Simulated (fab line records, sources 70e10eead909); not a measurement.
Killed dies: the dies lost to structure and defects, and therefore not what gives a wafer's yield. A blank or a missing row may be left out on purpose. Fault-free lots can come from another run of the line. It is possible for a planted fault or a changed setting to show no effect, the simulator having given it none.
Problem report, 8D (eight disciplines) form, completed by code ; flow nand_harc ; the parts of the form that need people (team, actions taken, sign-off) are left out

## 1. WHAT WENT WRONG
Wafers without a fault read 27, standard deviation 9.9; killed_at_array at NHARC_END_SORT_01 reads a mean of 676 on 2 wafers belonging to 2 lots. That puts it +66 standard deviations away from the usual mean.
First observed at day 23 05:42: wafer L279.4, on prober-01. The record holds 6 wafers of 2 lots with a number at this step. By rule, "out" or "out of limits" means more than 4 standard deviations away from the usual mean. All remaining wafers that have a number are taken as sound.

## 2. WHAT IT IS; WHAT IT IS NOT
question;is;is not
which readings at this step;killed_at_array, killed_dies;killed_at_other, killed_at_periphery, killed_open, killed_short
which lots;L279, L282;-
which wafers of those lots;L279.4, L282.4;L279.1, L279.3, L282.2, L282.3
read on which gauges;prober-01, prober-02;-
when;from day 23 05:42;"up to then (2 sound wafers); but 2 sound wafers of L282 came after"

## 3. SUSPECTS, AND WHAT RULES EACH OUT
Counting: a tool at a process step up to the reading stays a suspect if it ran every lot that is out. Sound lots after the first of them don't rule it out here, since some wafers of a struck lot are sound.
- the gauge at NHARC_END_SORT_01 has been ruled out. The wafers that are out were read on 2 gauges (prober-01, prober-02).
- rie_diel-13 at NHARC_A_STAIRCASE_ETCH_197 (etches the open film in C4F8/O2, target depth 100 nm, time 40.5 s): kept. It ran every lot that is out, first L279 (day 14 20:08). Out on those wafers are its own readings of run_length_s.
- rie_diel-13 at NHARC_A_STAIRCASE_ETCH_203 (etches the open film in C4F8/O2, target depth 100 nm, time 40.5 s): kept. It ran every lot that is out, first L279 (day 23 03:16). NHARC_A_STAIRCASE_ETCH_203 gives no start for some lots, so the hours and the order of its lots are those of NHARC_END_SORT_01.
- At NHARC_A_STAIRCASE_ETCH_197, inside rie_diel-13: chamber 0 took the wafers that are out, while their sound lot-mates went through chambers 2, 3.
The count leaves rie_diel-13 at NHARC_A_STAIRCASE_ETCH_203 and rie_diel-13 at NHARC_A_STAIRCASE_ETCH_197.

## 4. THE CAUSE (what the simulator had put in)
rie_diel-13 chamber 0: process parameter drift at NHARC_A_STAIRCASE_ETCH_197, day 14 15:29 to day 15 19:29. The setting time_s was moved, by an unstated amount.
Of the 2 suspects that counting leaves, this tool is one.

## 5. THE EFFECT CHAIN, in route order
Each row: a reading whose mean over the struck wafers that have a number lies more than 3 standard deviations from the usual. Only readings whose record carries a usual standard deviation are examined. hours: median over the lots of the time between each lot's start at the first step of this table that gives one and its start at this step. sigmas: the change, counted in usual standard deviations.
hours;step;reading;usual;on struck wafers;change;sigmas
0;NHARC_A_STAIRCASE_ETCH_197;run_length_s;61.8 s;48.5;-13.3;-33
199;NHARC_END_SORT_01;killed_at_array;27;676;+649;+66
199;NHARC_END_SORT_01;killed_dies;31;677;+646;+65
Here are the process steps it includes:
- NHARC_A_STAIRCASE_ETCH_197: etches the open film in C4F8/O2, target depth 100 nm, time 40.5 s.

## 6. HOW IT WOULD HAVE BEEN CAUGHT EARLIER
Counted from the fault's start at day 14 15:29, it took 206 hours until the first out-of-limits reading at a measuring or inspecting step in this record, taken at day 23 05:42.
At NHARC_A_STAIRCASE_ETCH_197, the tool's own readings (run_length_s) were out on each struck wafer the step has a row for, so an alarm limit on them would have fired on the first such wafer.
Lots out: 2; all had begun NHARC_A_STAIRCASE_ETCH_197 on rie_diel-13 by day 23 05:42. A hold on the tool at that time would have spared none of them.
